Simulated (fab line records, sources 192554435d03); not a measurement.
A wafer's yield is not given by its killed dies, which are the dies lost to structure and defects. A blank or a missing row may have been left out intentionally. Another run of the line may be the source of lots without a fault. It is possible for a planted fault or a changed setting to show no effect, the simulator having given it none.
fab line records	flow n5_finfet
[record] lots = 10	wafers = 30	last_day = 19
route steps=1938 shown MOL_CONTACT_COAG@532 BEOL_M4@1111 PASSIVATION@1936
lots with no fault: from the same line, run without faults
start_h: start of the lot's first displayed wafer, in hours after the record's first day	wait_h: hours elapsed since this lot's preceding step	" same as the row above	L1.1+2: a row that stands for several wafers	- no value present, or no start provided	* or withheld: withheld	< > ~ a bound
route shown NAME@n: names a module that has steps shown in the file, with the first one's number in the route	usual: mean/standard deviation taken from wafers without a fault	same: alike in all rows	chamber/n: place in a boat	sites: per-site readings	_std_site: the values' standard deviation	_edge_site: outer sites' mean less inner sites'	radius_mm: for every site, how far away it sits from the centre of the wafer	mask NAME#n: copy n	behind: the tool/chamber that last shaped the wafer	hold: reason for holding the lot/hours on hold/outcome of the hold	device: whichever transistor did not switch (one of n, p or np)	end of line: at the end of the route, the tests of the same wafers	where a step has no rows: the recipe by itself	killed: count of dies lost to structure and defects at first sort (not the wafer's yield)	map: the dies of a wafer, with x for killed, . for not killed, _ for no die there
set.NAME: the run value of the setting; set.NAME@STEP: its run value at that earlier step	model.NAME: the simulator's own value behind a step, which no gauge read
a sample of lots followed through the steps of the route, with each step as a table and each wafer as a row
services: when a tool's chamber went out of use (start_h, in hours from the record's first day, below 0 if earlier), for how many hours, and the reason
[[steps]]
[step N5_MOL_CONTACT_COAG_ETCH_106]
[recipe] chemistry = N2/H2	target = SOC	target_depth_a = 800	overetch_a = 160	mask_material = SiARC	temp_c = 40	time_s = 120	ion_energy_ev = 200	pressure_mtorr = 30	source_w = 840	bias_w = 150	n2_flow_sccm = 200	h2_flow_sccm = 200
[usual] drypump_motor_current_A = 5.8/0.56	oes_product_au = 0.70/0.08	rf_vpp_V = 523.5/2.9	showerhead_plenum_p_Torr = 2.53/0.099	throttle_valve_pct = 17.79/0.23
lot.wafer	tool	chamber	start_h	wait_h	drypump_motor_current_A	oes_product_au	rf_hours_counter_h	rf_vpp_V	showerhead_plenum_p_Torr	throttle_valve_pct
L377.1	rie_diel-05	0	85.34	0.0	6.4	0.64	214	519.6	2.41	18.25
L377.5	"	1	"	"	5.2	0.67	-	524.1	2.53	17.55
L377.6	"	2	"	"	5.8	0.79	-	524.8	2.58	17.33
L378.3	rie_diel-03	3	93.81	0.0	6.0	0.61	221	519.8	2.41	17.94
L378.4	"	1	"	"	6.3	0.82	-	521.8	2.50	18.05
L378.6	"	3	"	"	6.0	0.61	-	521.4	2.41	17.93
L381.1	rie_diel-03	2	115.96	0.0	5.8	0.60	239	518.1	2.39	17.91
L381.2	"	1	"	"	6.3	0.81	29	522.2	2.50	18.05
L381.4	"	0	"	"	5.0	0.65	189	523.4	2.52	17.58
L382.4	rie_diel-03	2	118.16	0.0	5.8	0.60	240	519.3	2.39	17.91
L382.5	"	1	"	"	6.3	0.80	-	521.5	2.50	18.05
L382.6	"	0	"	"	5.0	0.64	-	524.6	2.52	17.61
L385.4	rie_diel-03	3	137.61	0.0	6.0	0.60	237	520.0	2.41	17.99
L385.5	"	1	"	"	6.3	0.80	-	523.0	2.50	18.06
L385.6	"	2	"	"	5.7	0.59	-	518.2	2.39	17.94
L386.1	rie_diel-03	3	143.45	0.0	6.0	0.59	239	519.7	2.41	17.96
L386.4	"	0	"	"	5.0	0.63	198	524.3	2.51	17.61
L386.5	"	1	"	"	6.3	0.79	-	521.8	2.49	18.06
L388.1	rie_diel-02	1	154.81	0.0	5.6	0.82	19	522.6	2.50	17.54
L388.4	"	0	"	"	5.3	0.78	30	528.3	2.70	17.79
L388.5	"	1	"	"	5.6	0.82	-	521.8	2.50	17.57
L390.1	rie_diel-05	2	171.56	0.0	5.8	0.75	67	525.5	2.57	17.36
L390.2	"	0	"	"	6.4	0.62	241	520.8	2.40	18.28
L390.3	"	1	"	"	5.1	0.65	208	523.1	2.52	17.59
L392.3	rie_diel-05	3	182.29	0.0	5.3	0.66	186	523.0	2.55	17.82
L392.5	"	2	"	"	5.9	0.74	-	527.0	2.57	17.36
L392.6	"	3	"	"	5.3	0.65	-	523.3	2.55	17.80
L393.1	rie_diel-05	1	183.42	0.0	5.2	0.65	211	523.3	2.51	17.59
L393.4	"	2	"	"	5.8	0.76	71	525.0	2.57	17.38
L393.5	"	3	"	"	5.3	0.66	-	524.2	2.55	17.80
[step N5_MOL_CONTACT_COAG_PRE_CLEAN_141]
[recipe] gas = H2/He	time_s = 60	temp_c = 300
[usual] heater_power_w = 474/36
lot.wafer	tool	chamber	start_h	wait_h	heater_power_w
L377.1	pvd_sputter-01	-	94.92	0.7	483
L377.5	"	-	"	"	488
L377.6	"	-	"	"	440
L378.3	pvd_sputter-03	-	96.90	1.5	432
L378.4	"	-	"	"	473
L378.6	"	-	"	"	488
L381.1	pvd_sputter-01	-	118.64	0.5	481
L381.2	"	-	"	"	454
L381.4	"	-	"	"	489
L382.4	pvd_sputter-01	-	121.98	2.2	482
L382.5	"	-	"	"	494
L382.6	"	-	"	"	457
L385.4	pvd_sputter-01	-	141.31	0.5	478
L385.5	"	-	"	"	438
L385.6	"	-	"	"	494
L386.1	pvd_sputter-02	-	146.90	2.0	449
L386.4	"	-	"	"	450
L386.5	"	-	"	"	445
L388.1	pvd_sputter-02	-	160.03	3.5	452
L388.4	"	-	"	"	480
L388.5	"	-	"	"	441
L390.1	pvd_sputter-02	-	176.10	0.8	478
L390.2	"	-	"	"	537
L390.3	"	-	"	"	439
L392.3	pvd_sputter-02	-	184.78	0.7	507
L392.5	"	-	"	"	529
L392.6	"	-	"	"	434
L393.1	pvd_sputter-03	-	187.37	2.0	495
L393.4	"	-	"	"	478
L393.5	"	-	"	"	451
[step N5_MOL_CONTACT_COAG_SPUTTER_143]
[recipe] material = Co	target_thk_a = 25	temp_c = 25	chamber_pressure_pa = 0.2
[usual] throttle_valve_pct = 29.8/0.91
lot.wafer	tool	chamber	start_h	wait_h	throttle_valve_pct
L377.1	pvd_sputter-01	-	94.98	0.0	31.0
L377.5	"	-	"	"	31.5
L377.6	"	-	"	"	29.0
L378.3	pvd_sputter-03	-	96.97	0.0	30.0
L378.4	"	-	"	"	30.9
L378.6	"	-	"	"	30.8
L381.1	pvd_sputter-01	-	118.70	0.0	28.8
L381.2	"	-	"	"	29.6
L381.4	"	-	"	"	31.1
L382.4	pvd_sputter-01	-	122.04	0.0	31.4
L382.5	"	-	"	"	31.3
L382.6	"	-	"	"	29.0
L385.4	pvd_sputter-01	-	141.37	0.0	31.0
L385.5	"	-	"	"	28.7
L385.6	"	-	"	"	31.1
L386.1	pvd_sputter-02	-	146.96	0.0	30.4
L386.4	"	-	"	"	28.9
L386.5	"	-	"	"	29.3
L388.1	pvd_sputter-02	-	160.09	0.0	30.5
L388.4	"	-	"	"	30.8
L388.5	"	-	"	"	30.3
L390.1	pvd_sputter-02	-	176.16	0.0	30.4
L390.2	"	-	"	"	29.0
L390.3	"	-	"	"	29.0
L392.3	pvd_sputter-02	-	184.84	0.0	30.6
L392.5	"	-	"	"	29.1
L392.6	"	-	"	"	29.2
L393.1	pvd_sputter-03	-	187.43	0.0	28.8
L393.4	"	-	"	"	30.4
L393.5	"	-	"	"	30.2
[step N5_MOL_CONTACT_COAG_ALD_27]
[recipe] material = SiOC	target_thk_a = 170	temp_c = 400	ald_precursor_family = carbosiloxane	ald_co_reactant = H2-plasma	pulse_time_s = 1.5	time_s = 2720	purge_time_s = 2	co_reactant_purge_time_s = 2	ald_cycles = 340	pressure_torr = 2
[usual] ald_cycles = 340/0	heater_power_w = 870/73	precursor_pulse_height_rel = 1.000/0.02	run_length_s = 2769.8/0.7	time_s = 2720/0
lot.wafer	tool	chamber	start_h	wait_h	ald_cycles	heater_power_w	precursor_pulse_height_rel	run_length_s	time_s
L377.1	ald_sin-04	1	98.51	0.1	340	883	1.011	2770.0	2720
L377.5	"	1	"	"	340	873	1.002	2770.4	2720
L377.6	"	2	"	"	340	834	1.011	2770.0	2720
L378.3	ald_sin-02	1	100.33	0.3	340	736	0.986	2769.2	2720
L378.4	"	0	"	"	340	822	1.008	2769.2	2720
L378.6	"	2	"	"	340	909	0.974	2768.7	2720
L381.1	ald_sin-03	3	123.51	0.0	340	940	1.009	2770.0	2720
L381.2	"	1	"	"	340	919	1.001	2770.6	2720
L381.4	"	2	"	"	340	940	1.044	2770.4	2720
L382.4	ald_sin-02	0	126.17	0.0	340	818	1.013	2769.1	2720
L382.5	"	1	"	"	340	727	0.973	2769.7	2720
L382.6	"	2	"	"	340	934	0.987	2768.7	2720
L385.4	ald_sin-02	2	145.02	0.0	340	941	0.984	2769.1	2720
L385.5	"	0	"	"	340	816	1.022	2769.5	2720
L385.6	"	1	"	"	340	730	0.951	2769.0	2720
L386.1	ald_sin-02	1	151.55	0.0	340	733	0.970	2769.1	2720
L386.4	"	3	"	"	340	957	0.999	2770.3	2720
L386.5	"	0	"	"	340	838	0.985	2768.8	2720
L388.1	ald_sin-02	2	164.66	0.2	340	901	0.992	2769.0	2720
L388.4	"	1	"	"	340	741	0.983	2769.1	2720
L388.5	"	1	"	"	340	711	1.009	2769.1	2720
L390.1	ald_sin-02	1	181.96	1.2	340	742	1.012	2768.6	2720
L390.2	"	2	"	"	340	923	0.975	2769.8	2720
L390.3	"	0	"	"	340	824	0.984	2769.0	2720
L392.3	ald_sin-02	2	189.84	1.1	340	941	1.028	2768.7	2720
L392.5	"	2	"	"	647	940	1.023	5225.5	5176
L392.6	"	3	"	"	340	976	0.997	2770.7	2720
L393.1	ald_sin-02	1	194.63	2.7	340	727	1.024	2768.9	2720
L393.4	"	0	"	"	647	814	0.964	5225.2	5176
L393.5	"	1	"	"	647	734	1.002	5224.8	5176
[step N5_BEOL_M4_RC_MEAS_101]
[usual] DIBL_N = 37.0/1.6	DIBL_P = 37.0/2.1	IOFF_N = 0.17/0.032	IOFF_P = 0.22/0.043	ION_N = 679/13	ION_P = 465/9.5	SS_N = 71.7/0.59	SS_P = 73.6/0.64	VT_N = 249/3.2	VT_P = -249/4.1
lot.wafer	tool	chamber	start_h	wait_h	DIBL_N[mV/V]	DIBL_P[mV/V]	IOFF_N[nA/um]	IOFF_P[nA/um]	ION_N[uA/um]	ION_P[uA/um]	SS_N[mV/dec]	SS_P[mV/dec]	VT_N[mV]	VT_P[mV]
L378.3	prober-01	0	229.90	0.3	36.1	36.0	0.16	0.21	678	468	71.3	73.6	247	-248
L378.4	"	0	"	"	37.5	37.2	0.19	0.23	689	465	71.9	73.3	245	-249
L378.6	"	0	"	"	37.3	38.1	0.18	0.24	684	471	71.9	73.5	245	-250
L377.1	prober-01	0	237.33	0.0	36.1	34.2	0.13	0.17	663	454	71.3	73.7	252	-257
L377.5	"	0	"	"	37.7	34.9	0.15	0.18	662	453	71.9	73.6	252	-256
L377.6	"	0	"	"	35.1	34.2	0.12	0.17	656	450	72.3	73.1	257	-255
L381.1	prober-02	0	237.69	0.0	39.1	40.2	0.24	0.30	680	467	72.0	74.4	245	-247
L381.2	"	0	"	"	34.8	35.0	0.13	0.19	659	463	71.8	73.2	254	-249
L381.4	"	0	"	"	36.4	37.1	0.18	0.23	685	468	72.3	73.3	250	-248
L382.4	prober-01	0	259.11	0.5	38.3	38.2	0.19	0.23	691	469	72.0	73.2	246	-249
L382.5	"	0	"	"	39.5	38.6	0.22	0.24	683	465	72.1	74.2	241	-248
L382.6	"	0	"	"	38.3	38.5	0.20	0.22	685	467	71.9	73.5	245	-250
L385.4	prober-01	0	295.91	0.5	38.4	38.6	0.20	0.24	692	471	71.3	73.9	246	-247
L385.5	"	0	"	"	38.3	39.0	0.21	0.25	705	473	71.4	74.3	243	-247
L385.6	"	0	"	"	37.5	37.0	0.18	0.22	677	462	71.6	73.4	249	-248
L386.1	prober-01	0	304.39	0.0	36.2	35.0	0.14	0.16	657	448	71.7	73.6	252	-256
L386.4	"	0	"	"	38.7	38.3	0.18	0.22	670	455	71.6	74.2	249	-253
L386.5	"	0	"	"	39.8	39.8	0.23	0.25	679	463	72.4	74.3	245	-249
L390.1	prober-02	0	306.04	0.0	35.3	33.1	0.14	0.21	687	479	71.6	72.5	248	-247
L390.2	"	0	"	"	36.5	34.2	0.16	0.23	680	470	71.4	73.4	251	-245
L390.3	"	0	"	"	37.6	36.0	0.18	0.25	684	471	72.2	73.7	248	-245
L388.1	prober-01	0	319.78	0.0	34.2	35.3	0.12	0.20	660	456	70.2	74.0	254	-250
L388.4	"	0	"	"	38.7	39.0	0.20	0.26	683	473	72.5	74.5	249	-246
L388.5	"	0	"	"	36.4	38.1	0.16	0.24	675	469	71.5	74.5	248	-248
L392.3	prober-01	0	335.29	0.3	36.6	34.7	0.14	0.19	680	465	71.0	73.7	250	-252
L392.5	"	0	"	"	36.8	34.9	0.14	0.19	668	464	71.4	72.9	251	-251
L392.6	"	0	"	"	36.0	34.1	0.12	0.17	663	455	70.5	72.3	251	-254
L393.1	prober-02	0	338.13	0.0	37.9	38.6	0.20	0.27	695	476	72.2	74.1	247	-247
L393.4	"	0	"	"	38.6	38.9	0.21	0.26	681	465	72.8	74.4	247	-245
L393.5	"	0	"	"	36.5	36.7	0.17	0.23	671	468	71.5	72.8	247	-250
[step N5_PASSIVATION_PROBE_49]
[usual] defect_limited_yield = 91.2/1.6	killed_at_M0_to_M3 = 33/11	killed_at_M4_up = 14/5	killed_at_contacts = 12/5.8	killed_at_front_end = 41/12	killed_at_other = 3.5/2.9	killed_dies = 104/19	killed_open = 68/14	killed_short = 34/8.8	sort_bin_5_function = 5.2/1.1	sort_bin_6_memory = 3.2/0.71	sort_n_pass = 1076/19	sort_yield_pct = 91.2/1.6
[same] gross_dies = 1180	killed_at_back_side = 0	sort_bin_4_leakage[%] = 0	sort_bin_8_speed[%] = 0
lot.wafer	tool	chamber	start_h	wait_h	defect_limited_yield[%]	killed_at_M0_to_M3	killed_at_M4_up	killed_at_contacts	killed_at_front_end	killed_at_other	killed_dies	killed_open	killed_short	sort_bin_5_function[%]	sort_bin_6_memory[%]	sort_n_pass	sort_yield_pct[%]
L378.3	prober-01	-	342.13	0.1	94.1	29	10	8	19	4	70	51	19	3.2	2.7	1110	94.1
L378.4	prober-01	-	342.18	0.2	91.5	48	13	2	33	4	100	60	39	4.5	3.6	1080	91.5
L378.6	prober-01	-	342.28	0.3	92.2	49	8	7	25	3	92	58	30	4.2	2.9	1088	92.2
L377.1	prober-01	-	344.71	0.5	92.9	15	19	10	36	4	84	53	31	4.2	2.7	1096	92.9
L377.5	prober-01	-	344.91	0.7	92.7	36	11	11	26	2	86	57	27	4.4	2.5	1094	92.7
L377.6	prober-01	-	344.96	0.7	91.9	27	15	21	32	0	95	70	25	5.2	2.8	1085	91.9
L381.1	prober-02	-	350.63	0.0	91.7	23	11	7	57	0	98	58	38	5.2	2.5	1082	91.7
L381.2	prober-02	-	350.68	0.1	90.9	35	9	10	52	1	107	59	45	5.5	3.2	1073	90.9
L381.4	prober-02	-	350.78	0.2	89.7	37	29	16	40	0	122	75	37	5.6	3.8	1058	89.7
L382.4	prober-02	-	370.76	0.2	90.3	26	14	15	57	3	115	79	36	5.7	3.7	1065	90.3
L382.5	prober-02	-	370.81	0.2	91.1	18	20	14	49	4	105	76	27	5.7	2.7	1075	91.1
L382.6	prober-02	-	370.86	0.3	88.9	34	16	11	59	11	131	100	31	6.9	3.8	1049	88.9
L385.4	prober-02	-	398.01	0.2	90.9	23	10	24	43	7	107	70	37	5.0	3.6	1073	90.9
L385.5	prober-02	-	398.06	0.2	89.4	48	15	16	41	5	125	72	49	6.1	4.1	1055	89.4
L385.6	prober-02	-	398.11	0.3	89.0	43	7	21	55	4	130	86	44	7.6	3.1	1050	89.0
L386.1	prober-01	-	411.07	0.0	90.5	26	14	15	57	0	112	82	28	5.9	3.2	1068	90.5
L386.4	prober-01	-	411.22	0.2	90.2	33	11	21	50	1	116	68	47	5.5	4.0	1064	90.2
L386.5	prober-01	-	411.27	0.2	88.6	40	19	17	56	2	134	91	43	6.8	4.0	1046	88.6
L390.1	prober-01	-	416.18	0.0	87.4	32	12	24	69	12	149	90	59	7.4	4.7	1031	87.4
L390.2	prober-01	-	416.23	0.1	90.2	43	6	23	37	7	116	70	42	5.2	4.2	1064	90.2
L390.3	prober-01	-	416.28	0.1	87.7	48	12	16	56	13	145	92	53	7.1	4.6	1035	87.7
L388.1	prober-01	-	423.00	0.0	91.8	34	12	1	49	1	97	50	41	4.4	3.1	1083	91.8
L388.4	prober-01	-	423.15	0.2	92.2	20	19	10	43	0	92	51	37	4.4	3.0	1088	92.2
L388.5	prober-01	-	423.20	0.2	92.3	37	16	5	28	5	91	58	33	5.0	2.4	1089	92.3
L393.1	prober-01	-	444.24	0.0	92.0	23	21	8	35	7	94	61	33	4.4	3.1	1086	92.0
L393.4	prober-01	-	444.39	0.2	93.8	17	10	13	31	2	73	53	19	3.7	2.3	1107	93.8
L393.5	prober-01	-	444.44	0.2	91.8	24	18	15	36	4	97	65	32	4.4	3.1	1083	91.8
L392.3	prober-02	-	444.94	0.1	92.4	27	21	10	28	4	90	57	31	4.4	2.9	1090	92.4
L392.5	prober-02	-	445.04	0.2	92.9	31	10	7	29	7	84	53	28	4.2	2.5	1096	92.9
L392.6	prober-02	-	445.09	0.3	92.2	37	11	3	37	4	92	52	38	4.6	2.8	1088	92.2
// killed by level:class
L378.3 STI_FIN_REVEAL:geometric_particle:open=10 BEOL_M2:geometric_particle:open=8 BEOL_M0_SAQP:geometric_particle:short=7 BEOL_M1:geometric_particle:open=7 MOL_CONTACT_COAG:geometric_particle:open=6 BEOL_M4:geometric_particle:open=4 BEOL_M3:geometric_particle:open=3 DUMMY_GATE:geometric_particle:open=3
L378.4 BEOL_M1:geometric_particle:open=11 FIN_SAQP:geometric_particle:open=10 BEOL_M0_SAQP:geometric_particle:short=10 BEOL_M0_SAQP:geometric_particle:open=8 FIN_SAQP:geometric_particle:short=7 BEOL_M1:geometric_particle:short=6 STARTING-WAFER:geometric_particle:open=5 STARTING-WAFER:geometric_particle:short=4
L378.6 BEOL_M2:geometric_particle:open=15 BEOL_M0_SAQP:geometric_particle:open=10 BEOL_M0_SAQP:geometric_particle:short=8 FIN_SAQP:geometric_particle:open=7 BEOL_M1:geometric_particle:open=5 STI_FIN_REVEAL:geometric_particle:short=4 MOL_CONTACT_COAG:geometric_particle:open=4 BEOL_M4:geometric_particle:open=4
L377.1 BEOL_M4:geometric_particle:open=10 FIN_SAQP:geometric_particle:open=6 STI_FIN_REVEAL:geometric_particle:open=6 MOL_CONTACT_COAG:geometric_particle:open=6 FIN_SAQP:geometric_particle:short=5 MOL_CONTACT_COAG:geometric_particle:short=4 BEOL_M0_SAQP:geometric_particle:short=4 STARTING-WAFER:geometric_particle:open=4
L377.5 BEOL_M2:geometric_particle:open=13 BEOL_M3:geometric_particle:open=12 MOL_CONTACT_COAG:geometric_particle:open=7 STI_FIN_REVEAL:geometric_particle:open=5 FIN_SAQP:geometric_particle:short=4 BEOL_M4:geometric_particle:short=4 FIN_SAQP:geometric_particle:open=3 GATE_CUT:geometric_particle:open=3
L377.6 MOL_CONTACT_COAG:geometric_particle:open=18 FIN_SAQP:geometric_particle:open=12 BEOL_M2:geometric_particle:open=8 FIN_SAQP:geometric_particle:short=5 STI_FIN_REVEAL:geometric_particle:open=5 BEOL_M1:geometric_particle:open=5 BEOL_M3:geometric_particle:open=5 GATE_CUT:geometric_particle:short=4
L381.1 FIN_SAQP:geometric_particle:short=15 FIN_SAQP:geometric_particle:open=11 GATE_CUT:geometric_particle:short=6 BEOL_M2:geometric_particle:open=6 STI_FIN_REVEAL:geometric_particle:open=5 MOL_CONTACT_COAG:geometric_particle:open=5 STARTING-WAFER:geometric_particle:short=5 BEOL_M0_SAQP:geometric_particle:open=4
L381.2 FIN_SAQP:geometric_particle:short=20 FIN_SAQP:geometric_particle:open=11 MOL_CONTACT_COAG:geometric_particle:open=9 BEOL_M0_SAQP:geometric_particle:short=8 BEOL_M0:geometric_particle:open=6 BEOL_M0_SAQP:geometric_particle:open=6 STI_FIN_REVEAL:geometric_particle:open=4 BEOL_M3:geometric_particle:open=4
L381.4 BEOL_M4:geometric_particle:open=17 MOL_CONTACT_COAG:geometric_particle:open=11 BEOL_M2:geometric_particle:open=11 FIN_SAQP:geometric_particle:short=8 HKMG_FIN:area_etch=7 BEOL_M1:geometric_particle:open=6 BEOL_M3:geometric_particle:open=6 DUMMY_GATE:geometric_particle:open=5
L382.4 STI_FIN_REVEAL:geometric_particle:open=17 FIN_SAQP:geometric_particle:open=13 BEOL_M4:geometric_particle:open=11 MOL_CONTACT_COAG:geometric_particle:open=10 BEOL_M3:geometric_particle:open=8 GATE_CUT:geometric_particle:short=6 MOL_CONTACT_COAG:geometric_particle:short=5 BEOL_M0_SAQP:geometric_particle:open=5
L382.5 STI_FIN_REVEAL:geometric_particle:open=20 MOL_CONTACT_COAG:geometric_particle:open=10 BEOL_M0_SAQP:geometric_particle:open=7 BEOL_M4:geometric_particle:open=7 DUMMY_GATE:geometric_particle:open=6 ILD0:geometric_particle:short=5 GATE_CUT:geometric_particle:open=5 BEOL_M4:geometric_particle:short=5
L382.6 FIN_SAQP:geometric_particle:open=21 STI_FIN_REVEAL:geometric_particle:open=19 BEOL_M2:geometric_particle:open=11 BEOL_M4:geometric_particle:open=9 MOL_CONTACT_COAG:geometric_particle:open=7 BEOL_M3:geometric_particle:open=7 BEOL_M1:geometric_particle:short=5 MIM_BOT:geometric_particle:short=5
L385.4 MOL_CONTACT_COAG:geometric_particle:open=18 FIN_SAQP:geometric_particle:short=9 FIN_SAQP:geometric_particle:open=8 STI_FIN_REVEAL:geometric_particle:open=7 MOL_CONTACT_COAG:geometric_particle:short=6 BEOL_M3:geometric_particle:open=6 BEOL_M4:geometric_particle:open=5 BEOL_M0_SAQP:geometric_particle:open=4
L385.5 BEOL_M3:geometric_particle:open=13 MOL_CONTACT_COAG:geometric_particle:open=12 BEOL_M0_SAQP:geometric_particle:short=11 BEOL_M0_SAQP:geometric_particle:open=11 STI_FIN_REVEAL:geometric_particle:open=8 ILD0:geometric_particle:short=6 GATE_CUT:geometric_particle:short=6 BEOL_M3:geometric_particle:short=6
L385.6 MOL_CONTACT_COAG:geometric_particle:open=18 STI_FIN_REVEAL:geometric_particle:open=17 BEOL_M0_SAQP:geometric_particle:short=10 FIN_SAQP:geometric_particle:short=9 BEOL_M1:geometric_particle:open=9 BEOL_M0_SAQP:geometric_particle:open=8 BEOL_M3:geometric_particle:open=7 ILD0:geometric_particle:short=6
L386.1 STI_FIN_REVEAL:geometric_particle:open=12 MOL_CONTACT_COAG:geometric_particle:open=12 BEOL_M2:geometric_particle:open=12 FIN_SAQP:geometric_particle:open=7 BEOL_M3:geometric_particle:open=7 FIN_SAQP:geometric_particle:short=6 DUMMY_GATE:geometric_particle:open=6 BEOL_M4:geometric_particle:open=6
L386.4 MOL_CONTACT_COAG:geometric_particle:open=15 FIN_SAQP:geometric_particle:open=12 FIN_SAQP:geometric_particle:short=8 ILD0:geometric_particle:short=8 BEOL_M0_SAQP:geometric_particle:short=8 BEOL_M2:geometric_particle:open=8 BEOL_M0_SAQP:geometric_particle:open=7 MOL_CONTACT_COAG:geometric_particle:short=6
L386.5 STI_FIN_REVEAL:geometric_particle:open=21 BEOL_M2:geometric_particle:open=17 MOL_CONTACT_COAG:geometric_particle:open=13 FIN_SAQP:geometric_particle:short=11 BEOL_M4:geometric_particle:open=10 BEOL_M0_SAQP:geometric_particle:short=9 BEOL_M0_SAQP:geometric_particle:open=6 GATE_CUT:geometric_particle:open=5
L390.1 MOL_CONTACT_COAG:geometric_particle:open=22 FIN_SAQP:geometric_particle:short=17 FIN_SAQP:geometric_particle:open=10 GATE_CUT:geometric_particle:short=10 BEOL_M0_SAQP:geometric_particle:short=9 GATE_CUT:geometric_particle:open=8 BEOL_M3:geometric_particle:open=8 DUMMY_GATE:geometric_particle:open=7
L390.2 MOL_CONTACT_COAG:geometric_particle:open=17 BEOL_M0_SAQP:geometric_particle:short=17 BEOL_M0_SAQP:geometric_particle:open=14 FIN_SAQP:geometric_particle:short=7 DUMMY_GATE:geometric_particle:open=6 MOL_CONTACT_COAG:geometric_particle:short=6 MIM_TOP_ETCH:geometric_particle:open=5 GATE_CUT:geometric_particle:short=4
L390.3 FIN_SAQP:geometric_particle:open=15 MOL_CONTACT_COAG:geometric_particle:open=15 FIN_SAQP:geometric_particle:short=14 BEOL_M0_SAQP:geometric_particle:short=13 BEOL_M2:geometric_particle:open=10 BEOL_M3:geometric_particle:open=9 BEOL_M0_SAQP:geometric_particle:open=8 GATE_CUT:geometric_particle:short=7
L388.1 FIN_SAQP:geometric_particle:short=15 BEOL_M0_SAQP:geometric_particle:short=9 BEOL_M2:geometric_particle:open=9 FIN_SAQP:geometric_particle:open=7 GATE_CUT:geometric_particle:short=5 BEOL_M0_SAQP:geometric_particle:open=5 BEOL_M4:geometric_particle:open=5 STI_FIN_REVEAL:geometric_particle:open=4
L388.4 FIN_SAQP:geometric_particle:short=13 FIN_SAQP:geometric_particle:open=12 MOL_CONTACT_COAG:geometric_particle:open=7 BEOL_M4:geometric_particle:open=7 BEOL_M0_SAQP:geometric_particle:open=4 STI_FIN_REVEAL:geometric_particle:open=3 DUMMY_GATE:geometric_particle:short=3 DUMMY_GATE:geometric_particle:open=3
L388.5 FIN_SAQP:geometric_particle:open=12 BEOL_M0_SAQP:geometric_particle:open=8 BEOL_M3:geometric_particle:open=8 BEOL_M0_SAQP:geometric_particle:short=7 BEOL_M4:geometric_particle:short=6 BEOL_M4:geometric_particle:open=5 BEOL_M1:geometric_particle:open=5 MOL_CONTACT_COAG:geometric_particle:open=4
L393.1 STI_FIN_REVEAL:geometric_particle:open=7 MOL_CONTACT_COAG:geometric_particle:open=7 BEOL_M4:geometric_particle:open=7 FIN_SAQP:geometric_particle:open=6 BEOL_M0_SAQP:geometric_particle:open=6 FIN_SAQP:geometric_particle:short=5 GATE_CUT:geometric_particle:short=5 BEOL_M3:geometric_particle:open=5
L393.4 STI_FIN_REVEAL:geometric_particle:open=12 MOL_CONTACT_COAG:geometric_particle:open=11 BEOL_M3:geometric_particle:open=4 BEOL_M3:geometric_particle:short=4 FIN_SAQP:geometric_particle:short=3 BEOL_M5:geometric_particle:open=3 BEOL_M1:geometric_particle:open=3 BEOL_M4:geometric_particle:open=3
L393.5 MOL_CONTACT_COAG:geometric_particle:open=13 BEOL_M3:geometric_particle:open=11 FIN_SAQP:geometric_particle:open=9 FIN_SAQP:geometric_particle:short=7 STI_FIN_REVEAL:geometric_particle:open=5 BEOL_M5:geometric_particle:open=5 BEOL_M1:geometric_particle:open=4 GATE_CUT:geometric_particle:short=4
L392.3 BEOL_M4:geometric_particle:open=12 MOL_CONTACT_COAG:geometric_particle:open=9 FIN_SAQP:geometric_particle:short=8 BEOL_M1:geometric_particle:open=6 BEOL_M0_SAQP:geometric_particle:short=4 BEOL_M3:geometric_particle:open=4 FIN_SAQP:geometric_particle:open=3 DUMMY_GATE:geometric_particle:open=3
L392.5 FIN_SAQP:geometric_particle:short=9 BEOL_M0_SAQP:geometric_particle:open=9 MOL_CONTACT_COAG:geometric_particle:open=6 BEOL_M0:geometric_particle:open=6 BEOL_M0_SAQP:geometric_particle:short=4 BEOL_M2:geometric_particle:open=4 BEOL_M3:geometric_particle:open=4 BEOL_M4:geometric_particle:open=4
L392.6 FIN_SAQP:geometric_particle:short=11 BEOL_M0_SAQP:geometric_particle:short=8 STI_FIN_REVEAL:geometric_particle:open=6 BEOL_M2:geometric_particle:open=6 BEOL_M3:geometric_particle:open=6 FIN_SAQP:geometric_particle:open=5 BEOL_M0_SAQP:geometric_particle:open=4 BEOL_M1:geometric_particle:open=4
[[services]]
tool	chamber	start_h	hours	kind
rie_diel-02	1	80.63	-	clean
rie_diel-02	1	80.63	-	consumable_replace:focus_ring
rie_diel-02	1	80.63	17.0	scheduled_down
rie_diel-02	1	80.63	17.0	vent_cycle
ald_sin-04	3	85.16	20.9	repair
ald_sin-02	-	85.96	6.1	pm
rie_diel-03	2	92.46	1.3	repair
ald_sin-03	-	114.39	6.1	pm
pvd_sputter-03	-	119.69	7.0	repair
pvd_sputter-02	-	123.05	1.0	repair
pvd_sputter-02	-	137.09	1.4	repair
rie_diel-03	-	145.13	5.1	repair
rie_diel-05	-	153.20	0.2	repair
rie_diel-03	2	155.59	-	clean
rie_diel-03	2	155.59	-	consumable_replace:focus_ring
rie_diel-03	2	155.59	-	consumable_replace:showerhead
rie_diel-03	2	155.59	19.7	scheduled_down
rie_diel-03	2	155.59	19.7	vent_cycle
ald_sin-04	-	165.04	6.0	pm
rie_diel-02	1	172.00	5.8	repair
rie_diel-03	3	172.89	20.0	repair
ald_sin-03	-	178.21	14.0	pm
ald_sin-03	0	178.21	14.0	vent_cycle
ald_sin-03	1	178.21	14.0	vent_cycle
[[key]]
[first_sign] step = N5_MOL_CONTACT_COAG_ALD_27	reading = ald_cycles	direction = up	sigmas = 99+	usual = *	struck = *
[effect] step = N5_MOL_CONTACT_COAG_ALD_27	reading = time_s	direction = up	sigmas = 99+	usual = *	struck = *
met_at N5_MOL_CONTACT_COAG_ALD_27
struck_lots L392,L393
struck_wafers L392.5,L393.4,L393.5
not_acting_at N5_MOL_CONTACT_COAG_ETCH_106,N5_MOL_CONTACT_COAG_PRE_CLEAN_141,N5_MOL_CONTACT_COAG_SPUTTER_143
onset_between 181.96 189.84
[fault] kind = process_parameter_drift	tool = ald_sin-02	chamber = -	onset_h = 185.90	steps = N5_MOL_CONTACT_COAG_ALD_27	channel = ald_cycles	offset = *	shape = step	end_h = 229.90	scope = struck_wafers_only	acts_in = *	stated = *
